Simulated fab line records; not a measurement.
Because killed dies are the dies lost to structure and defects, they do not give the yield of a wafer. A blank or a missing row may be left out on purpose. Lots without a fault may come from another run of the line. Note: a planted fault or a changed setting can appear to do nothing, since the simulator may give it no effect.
Chamber matching || flow n5_finfet || uv_cure-02 running N5_BEOL_M11_CURE_72: 3 sister chambers
The step cures SiCOH lowk, time 120 s. 3 wafers are shown with their chamber, then 7 later ones without.

WAFERS, EACH WITH ITS CHAMBER
{"wafer": "L074.6", "chamber": 0, "wafer_temp_C_max": 371.4}
{"wafer": "L080.6", "chamber": 1, "wafer_temp_C_max": 372.1}
{"wafer": "L088.4", "chamber": 2, "wafer_temp_C_max": 371.1}

WAFERS WHOSE CHAMBER IS MISSING
{"wafer": "L088.5", "wafer_temp_C_max": 371.2}
{"wafer": "L094.3", "wafer_temp_C_max": 371.4}
{"wafer": "L094.5", "wafer_temp_C_max": 371.6}
{"wafer": "L094.6", "wafer_temp_C_max": 371.5}
{"wafer": "L097.3", "wafer_temp_C_max": 371.0}
{"wafer": "L097.4", "wafer_temp_C_max": 370.8}
{"wafer": "L097.5", "wafer_temp_C_max": 371.2}

THE CHAMBER EACH PASSED THROUGH
{"wafer": "L088.5", "from the rows above": "can't be placed: 2 or 0", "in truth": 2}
{"wafer": "L094.3", "from the rows above": "can't be placed: 0 or 2", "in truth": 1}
{"wafer": "L094.5", "from the rows above": "can't be placed: 0 or 1 or 2", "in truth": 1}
{"wafer": "L094.6", "from the rows above": "can't be placed: 0 or 2", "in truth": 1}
{"wafer": "L097.3", "from the rows above": "can't be placed: 2 or 0", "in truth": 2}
{"wafer": "L097.4", "from the rows above": "can't be placed: 2 or 0", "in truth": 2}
{"wafer": "L097.5", "from the rows above": "can't be placed: 2 or 0", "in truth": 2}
Placed correctly: 0 of 7. Not placeable from these rows: 7 (in 5, the candidates include the true chamber). 0 placed wrongly.
How it was worked out, from the rows above alone: a wafer's distance from a chamber is the root of the sum, over the readings, of the square of ((its reading less the chamber's mean) divided by the reading's scatter). The wafer belongs to the nearest chamber; if the next one is less than 2 further off, it can't be placed. For every chamber, the mean is computed from those of its wafers that are shown. The scatter: root of mean squared gap, hidden wafer to nearest shown wafer, with one shown wafer a chamber.
